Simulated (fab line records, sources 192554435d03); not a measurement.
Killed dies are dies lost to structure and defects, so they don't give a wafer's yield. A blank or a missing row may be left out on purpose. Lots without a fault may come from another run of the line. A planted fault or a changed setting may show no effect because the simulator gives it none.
Which tool did it? | flow n5_finfet | 11 lots, 32 wafers sampled, at 5 steps of a route of 1938

WHAT THE GAUGES READ, wafer by wafer
N5_FIN_CUT_OVL_MEAS_09. Usual: FIN_CUT_OVL -0.1 nm, standard deviation 0.62.
lot  | measured    | on         | FIN_CUT_OVL (nm) | flag
L216 | day 2 04:58 | overlay-02 | 0.3 -0.1 0.6     |
L218 | day 2 14:41 | overlay-01 | 0.6 1.0          |
L219 | day 2 22:19 | overlay-01 | -0.4 -0.3 0.0    |
L220 | day 3 03:11 | overlay-02 | -1.2 -1.1 -1.7   |
L224 | day 4 03:30 | overlay-02 | 0.2 0.6 1.0      |
L228 | day 5 05:07 | overlay-01 | 0.1 -0.3 -0.6    |
L229 | day 5 09:20 | overlay-01 | -0.1 0.3 0.0     |
L230 | day 5 14:23 | overlay-02 | -0.2 -0.7 -0.4   |
L236 | day 7 03:30 | overlay-01 | -0.8 0.3 0.1     |
L237 | day 7 08:14 | overlay-01 | 0.8 0.4 0.1      |
L238 | day 7 16:49 | overlay-02 | 0.3 -1.5 -0.2    |

N5_BEOL_M4_RC_MEAS_101. Usual: DIBL_N 36.5 mV/V, standard deviation 2.1; DIBL_P 36.6 mV/V, standard deviation 2.6; IOFF_N 0.17 nA/um, standard deviation 0.044; IOFF_P 0.21 nA/um, standard deviation 0.048; ION_N 674 uA/um, standard deviation 17; ION_P 462 uA/um, standard deviation 9.5; SS_N 71.6 mV/dec, standard deviation 0.77; SS_P 73.5 mV/dec, standard deviation 0.72; VT_N 250 mV, standard deviation 4.2; VT_P -250 mV, standard deviation 3.9.
lot  | measured     | on        | DIBL_N (mV/V)  | DIBL_P (mV/V)  | IOFF_N (nA/um) | IOFF_P (nA/um) | ION_N (uA/um) | ION_P (uA/um) | SS_N (mV/dec)  | SS_P (mV/dec)  | VT_N (mV)   | VT_P (mV)      | flag
L216 | day 9 02:22  | prober-02 | 36.8 34.5 35.9 | 36.2 33.7 34.8 | 0.19 0.15 0.18 | 0.25 0.22 0.22 | 686 673 683   | 468 466 469   | 71.4 71.3 71.5 | 74.0 73.4 73.4 | 246 252 245 | -245 -247 -249 |
L218 | day 10 08:25 | prober-02 | 34.9 37.0      | 33.9 37.6      | 0.13 0.17      | 0.17 0.22      | 671 684       | 460 468       | 70.6 71.1      | 73.4 74.7      | 255 248     | -254 -252      |
L219 | day 10 11:35 | prober-02 | 37.2 40.6 39.5 | 37.7 42.3 40.8 | 0.14 0.24 0.20 | 0.20 0.28 0.25 | 667 706 685   | 462 478 465   | 71.1 72.4 72.2 | 73.0 74.4 74.3 | 253 241 248 | -253 -245 -247 |
L220 | day 10 06:04 | prober-01 | 41.7 34.2 40.5 | 40.4 32.3 40.5 | 0.31 0.13 0.29 | 0.35 0.19 0.34 | 707 678 703   | 476 467 475   | 73.8 70.7 72.2 | 74.9 72.7 74.8 | 241 251 241 | -242 -250 -243 |
L224 | day 11 10:42 | prober-02 | 35.6 36.0 32.7 | 36.7 35.2 32.9 | 0.16 0.15 0.11 | 0.20 0.17 0.16 | 667 651 653   | 461 445 454   | 71.5 72.3 70.0 | 73.4 73.0 73.2 | 247 253 254 | -250 -253 -254 |
L236 | day 14 19:44 | prober-01 | 37.5 36.8 38.7 | 38.9 37.7 40.5 | 0.19 0.17 0.22 | 0.24 0.23 0.26 | 684 680 683   | 467 472 461   | 71.8 72.5 72.5 | 73.3 73.1 73.6 | 248 249 247 | -251 -248 -246 |
L237 | day 15 10:08 | prober-02 | 36.3 37.3 34.7 | 37.5 39.0 33.1 | 0.18 0.22 0.14 | 0.28 0.31 0.19 | 697 695 648   | 485 473 451   | 72.9 72.6 72.8 | 73.5 73.7 72.3 | 248 246 257 | -246 -241 -251 |
L238 | day 15 03:29 | prober-02 | 34.4 36.6 37.4 | 33.6 36.6 37.9 | 0.13 0.17 0.18 | 0.17 0.22 0.24 | 667 691 679   | 457 472 468   | 70.5 71.7 71.6 | 72.3 73.8 73.5 | 250 249 250 | -251 -248 -246 |

WHICH TOOL RAN EACH LOT (tool, then ch and the chambers of the sampled wafers, then the start)
lot  | N5_FIN_CUT_CUT_ETCH_15          | N5_FIN_CUT_CUT_ETCH_28          | N5_STI_FIN_REVEAL_ALD_14
L216 | rie_si-04 ch 1,2,3, day 2 05:41 | rie_si-04 ch 1,2,3, day 2 05:44 | ald_sin-01 ch 1,3, day 2 06:04
L218 | rie_si-05 ch 0,3, day 2 15:36   | rie_si-05 ch 0,3, day 2 15:39   | ald_sin-02 ch 2,3, day 2 17:23
L219 | rie_si-05 ch 0,2,3, day 2 23:06 | rie_si-05 ch 0,2,3, day 2 23:09 | ald_sin-02 ch 1,2, day 2 23:46
L220 | rie_si-05 ch 0,2,3, day 3 04:01 | rie_si-05 ch 0,2,3, day 3 04:04 | ald_sin-01 ch 1,2, day 3 05:00
L224 | rie_si-04 ch 0,1,2, day 4 04:13 | rie_si-04 ch 0,1,2, day 4 04:16 | ald_sin-04 ch 1,2,3, day 4 04:35
L228 | rie_si-05 ch 0,2, day 5 05:50   | rie_si-05 ch 0,2, day 5 05:53   | -
L229 | rie_si-05 ch 0,1,2, day 5 10:22 | rie_si-05 ch 0,1,2, day 5 10:25 | -
L230 | rie_si-04 ch 0,1, day 5 15:07   | rie_si-04 ch 0,1, day 5 15:10   | -
L236 | rie_si-04 ch 0,3, day 7 04:12   | rie_si-04 ch 0,3, day 7 04:16   | ald_sin-02 ch 0,1,2, day 7 04:41
L237 | rie_si-05 ch 0,1,2, day 7 09:08 | rie_si-05 ch 0,1,2, day 7 09:11 | ald_sin-01 ch 1,3, day 7 09:29
L238 | rie_si-05 ch 0,2, day 7 17:32   | rie_si-05 ch 0,2, day 7 17:35   | ald_sin-02 ch 0,2,3, day 7 17:58
- N5_FIN_CUT_CUT_ETCH_15: etches Si in HBr/Cl2/O2, target depth 100 nm, bt time 10 s, time 42.4 s.
- N5_FIN_CUT_CUT_ETCH_28: etches Si in HBr/Cl2/O2, target depth 6 nm, time 2.4 s.
- N5_STI_FIN_REVEAL_ALD_14: deposits Si3N4, target thk 3 nm.

WHAT THE TOOLS THEMSELVES READ (means of the sampled wafers that have a number; where no wafer has one, the mark that the record gives instead)
N5_FIN_CUT_CUT_ETCH_15. Usual: HBr_flow_sccm 150.0 sccm, standard deviation 0.41; O2_flow_sccm 12.00 sccm, standard deviation 0.037; drypump_motor_current_A 5.7 A, standard deviation 0.44; oes_o_777_au 1.01 a.u., standard deviation 0.049; oes_product_au 0.990 a.u., standard deviation 0.014; throttle_valve_pct 37.2 %, standard deviation 0.32.
lot  | tool      | HBr_flow_sccm (sccm) | O2_flow_sccm (sccm) | drypump_motor_current_A (A) | oes_o_777_au (a.u.) | oes_product_au (a.u.) | throttle_valve_pct (%) | flag
L216 | rie_si-04 | 149.9                | 11.96               | 5.8                         | 1.03                | 1.001                 | 37.1                   |
L218 | rie_si-05 | 150.1                | 11.99               | 5.6                         | 0.97                | 0.990                 | 37.3                   |
L219 | rie_si-05 | 149.8                | 11.97               | 5.5                         | 0.98                | 0.987                 | 37.2                   |
L220 | rie_si-05 | 150.0                | 11.99               | 5.5                         | 0.98                | 0.988                 | 37.2                   |
L224 | rie_si-04 | 149.9                | 12.00               | 5.7                         | 1.05                | 1.000                 | 37.1                   |
L228 | rie_si-05 | -                    | -                   | -                           | -                   | -                     | -                      | OFF
L229 | rie_si-05 | -                    | -                   | -                           | -                   | -                     | -                      | OFF
L230 | rie_si-04 | -                    | -                   | -                           | -                   | -                     | -                      | OFF
L236 | rie_si-04 | 149.7                | 12.02               | 5.8                         | 1.01                | 0.978                 | 37.0                   |
L237 | rie_si-05 | 149.7                | 11.98               | 5.7                         | 1.01                | 0.988                 | 37.1                   |
L238 | rie_si-05 | 149.8                | 11.99               | 5.8                         | 1.01                | 0.989                 | 36.9                   |

N5_FIN_CUT_CUT_ETCH_28. Usual: HBr_flow_sccm 150.0 sccm, standard deviation 0.45; O2_flow_sccm 12.00 sccm, standard deviation 0.032; drypump_motor_current_A 5.7 A, standard deviation 0.44; oes_o_777_au 1.01 a.u., standard deviation 0.05; oes_product_au 0.991 a.u., standard deviation 0.014; throttle_valve_pct 37.2 %, standard deviation 0.32.
lot  | tool      | HBr_flow_sccm (sccm) | O2_flow_sccm (sccm) | drypump_motor_current_A (A) | oes_o_777_au (a.u.) | oes_product_au (a.u.) | throttle_valve_pct (%) | flag
L216 | rie_si-04 | 149.9                | 12.02               | 5.8                         | 1.02                | 1.002                 | 37.1                   |
L218 | rie_si-05 | 150.3                | 12.05               | 5.7                         | 0.97                | 0.994                 | 37.3                   |
L219 | rie_si-05 | 149.8                | 11.98               | 5.4                         | 0.98                | 0.987                 | 37.2                   |
L220 | rie_si-05 | 150.0                | 12.01               | 5.4                         | 0.98                | 0.987                 | 37.2                   |
L224 | rie_si-04 | 150.0                | 11.99               | 5.7                         | 1.05                | 1.001                 | 37.1                   |
L228 | rie_si-05 | 150.2                | 11.99               | 5.8                         | 1.02                | 0.986                 | 36.9                   |
L229 | rie_si-05 | 150.4                | 12.00               | 5.8                         | 1.02                | 0.983                 | 37.1                   |
L230 | rie_si-04 | 150.1                | 11.98               | 5.6                         | 1.05                | 0.990                 | 37.1                   |
L236 | rie_si-04 | 150.2                | 12.00               | 5.8                         | 1.01                | 0.983                 | 37.0                   |
L237 | rie_si-05 | 150.3                | 11.99               | 5.7                         | 1.02                | 0.987                 | 37.1                   |
L238 | rie_si-05 | 150.1                | 12.03               | 5.9                         | 1.02                | 0.994                 | 36.9                   |

N5_STI_FIN_REVEAL_ALD_14. Usual: chamber_pressure_Torr 2.000 Torr, standard deviation 0.0039; heater_power_w 831 W, standard deviation 110.
lot  | tool       | chamber_pressure_Torr (Torr) | heater_power_w (W) | flag
L216 | ald_sin-01 | 2.000                        | 747                |
L218 | ald_sin-02 | 1.992                        | 828                |
L219 | ald_sin-02 | 2.002                        | 859                |
L220 | ald_sin-01 | 1.998                        | 776                |
L224 | ald_sin-04 | 1.999                        | 1008               |
L236 | ald_sin-02 | 2.000                        | 802                |
L237 | ald_sin-01 | 1.999                        | 756                |
L238 | ald_sin-02 | 1.999                        | 788                |

THE ANSWER, worked out from the rows above alone
Rule: a lot is off if the mean of its wafers that have a number lies more than 3 standard deviations from the usual mean. A lot without any number at a reading at which 4 lots or more have one is off too. The other lots that the step has rows for count as sound. The gauges are gone through in route order, then the tools' own readings, and for those a lot's mean is taken as printed above. The first step at which some lot is off is used, and at that step the reading that is off furthest; a lot without a number counts as furthest.
Off: L228, L229, L230, at N5_FIN_CUT_CUT_ETCH_15 (HBr_flow_sccm). Without a number there: L228, L229, L230.
A tool fits if, at that step or a process step before it, it ran every lot that is off, and no sound lot after the first of them. None of those tried fits.

WHAT THE SIMULATOR HAD PUT IN
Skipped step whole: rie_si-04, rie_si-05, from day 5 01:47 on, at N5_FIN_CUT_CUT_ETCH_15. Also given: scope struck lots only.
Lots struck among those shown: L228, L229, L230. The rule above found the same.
